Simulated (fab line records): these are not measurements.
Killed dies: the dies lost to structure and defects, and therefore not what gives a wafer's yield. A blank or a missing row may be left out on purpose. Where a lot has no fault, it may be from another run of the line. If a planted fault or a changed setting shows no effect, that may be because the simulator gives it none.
Chamber matching | flow n5-finfet | N5_BEOL_M5_ETCH_62 on rie-diel-04: 4 sister chambers
The step etches SOC in N2/H2, target depth 75 nm, overetch 15 nm, time 112.5 s. 7 wafers are shown with their chamber, then 7 later ones without.

== WAFERS WITH THEIR CHAMBER ==
wafer  | chamber | showerhead-plenum-p-Torr (Torr) | throttle-valve-pct (%)
L078.2 | 3       | 2.51                            | 18.05
L078.6 | 0       | 2.52                            | 18.10
L079.3 | 3       | 2.51                            | 18.06
L079.4 | 1       | 2.65                            | 17.75
L079.6 | 0       | 2.52                            | 18.10
L087.1 | 1       | 2.64                            | 17.79
L087.3 | 2       | 2.49                            | 17.63

== WAFERS WHOSE CHAMBER IS MISSING ==
wafer  | showerhead-plenum-p-Torr (Torr) | throttle-valve-pct (%)
L087.6 | 2.50                            | 18.08
L091.2 | 2.64                            | 17.81
L091.5 | 2.50                            | 18.10
L091.6 | 2.48                            | 17.66
L092.1 | 2.64                            | 17.80
L092.2 | 2.48                            | 17.67
L092.4 | 2.50                            | 18.10

== EACH ONE'S CHAMBER ==
wafer  | from the rows above     | in truth
L087.6 | 3                       | 3
L091.2 | 1                       | 1
L091.5 | can't be placed: 3 or 0 | 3
L091.6 | 2                       | 2
L092.1 | 1                       | 1
L092.2 | 2                       | 2
L092.4 | can't be placed: 3 or 0 | 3
Correct placement for 5 of the 7. Cannot be placed on the basis of these rows: 2; the candidates contain the true chamber in 2. Placed wrongly: 0.
How it was worked out, from the rows above alone: a wafer's distance from a chamber is the root of the sum, over the readings, of the square of ((its reading less the chamber's mean) divided by the reading's scatter). The wafer belongs to the nearest chamber; if the next one is less than 2 further off, it can't be placed. The mean given for a chamber averages the wafers shown for that chamber. The scatter: take each reading less its chamber's mean, square it, sum over the shown wafers, divide by the number of wafers less the number of chambers, and take the root.
